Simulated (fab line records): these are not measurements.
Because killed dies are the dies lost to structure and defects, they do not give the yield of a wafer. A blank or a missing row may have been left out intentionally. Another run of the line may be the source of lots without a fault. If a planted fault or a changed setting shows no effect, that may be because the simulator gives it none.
Split-lot experiment -- flow n5_finfet -- route with 1938 steps; 7 lots, 21 wafers read

== THE SPLIT ==
At N5_PASSIVATION_PECVD_35 (deposits SiNx from SiH4/NH3/N2, target thk 700 nm, time 151.3 s), the setting time_s was moved away from the recipe's 151.3 s on 6 of the 21 wafers read, by +3.8% to +6.3%. This setting was run at the recipe's value on the other wafers.

Reading taken at the split's own step.

== THE READING ==
SiNx_of_PASSIVATION_PECVD_35.thk_nm (the simulator's own value, which no gauge read), in nm, at N5_PASSIVATION_PECVD_35 (deposits SiNx from SiH4/NH3/N2, target thk 700 nm, time 151.3 s). The file does not state a usual value for it. Here, 15 wafers ran the recipe; their average is 704.1 nm with a standard deviation of 8.7 nm.

wafer,"tool, chamber at the split","time_s as run, s",against the recipe,"SiNx_of_PASSIVATION_PECVD_35.thk_nm, nm",against lot-mates on the recipe
L080.2,"pecvd-02, 2",151.3,recipe,697.2,-
L080.3,"pecvd-02, 1",151.3,recipe,695.8,-
L080.4,"pecvd-02, 2",157.1,+3.8%,733,+36.5
L084.1,"pecvd-01, 2",151.3,recipe,699.8,-
L084.3,"pecvd-01, 1",151.3,recipe,697.6,-
L084.4,"pecvd-01, 2",151.3,recipe,704.6,-
L091.2,"pecvd-03, 2",158.5,+4.8%,726.6,+11.1
L091.4,"pecvd-03, 0",151.3,recipe,720,-
L091.6,"pecvd-03, 1",151.3,recipe,711,-
L095.1,"pecvd-02, 1",160.4,+6.0%,748,+50.4
L095.3,"pecvd-02, 0",151.3,recipe,689.6,-
L095.6,"pecvd-02, 2",151.3,recipe,705.6,-
L093.1,"pecvd-02, 1",160.8,+6.3%,759.8,+39.4
L093.3,"pecvd-02, 0",160.8,+6.3%,736.2,+15.8
L093.5,"pecvd-02, 1",151.3,recipe,720.4,-
L096.1,"pecvd-03, 1",158.6,+4.8%,740.8,+30.0
L096.2,"pecvd-03, 0",151.3,recipe,708.4,-
L096.4,"pecvd-03, 1",151.3,recipe,713.2,-
L097.1,"pecvd-02, 2",151.3,recipe,702.4,-
L097.2,"pecvd-02, 1",151.3,recipe,701,-
L097.3,"pecvd-02, 0",151.3,recipe,695.6,-

FIT RESULTS
A straight line over all 21 wafers: SiNx_of_PASSIVATION_PECVD_35.thk_nm changes by +6.89 nm for each +1% of time_s; r = +0.89; the points scatter about the line by 9 nm.
The same after taking each lot's own level away (the mean of its wafers on the recipe; 21 wafers): +5.58 nm for each +1%; r = +0.86; scatter 8.5 nm.
On that fit, the largest move of time_s shifts the reading by 35 nm.
The lots' own levels span 696.50 to 720.40 nm, that is 2.7 times the standard deviation above.
In other words, the slope is changed by the lot-to-lot level; the two fits disagree.
Check: with one of the wafers moved furthest among these (+6.3%) left out of the fit, the line predicts +34.1 nm for it against its lot-mates. Against them it came out at +39.4 nm.

== FURTHER SPLITS ON THESE WAFERS ==
Other splits were also applied to these wafers ahead of the reading. Each is held against what the fit with the lots' levels taken away leaves over:
other split on the same wafers,wafers away from the commonest value,r with SiNx_of_PASSIVATION_PECVD_35.thk_nm (lot level and that fit taken away)
N5_BEOL_M13_ILD_DEP_00 time_s,3,+0.07
N5_BEOL_M13_COAT_04 spin_rpm,6,-0.17
N5_BEOL_M13_SPUTTER_43 time_s,5,+0.18
N5_BEOL_M15_ETCH_59 time_s,10,+0.40
N5_MIM_TOP_ETCH_PECVD_03 time_s,8,-0.18

== THE FILE'S OWN FIT ==
SiNx_of_PASSIVATION_PECVD_35.thk_nm changes by +5.98 nm for each +1% of time_s, r = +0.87.
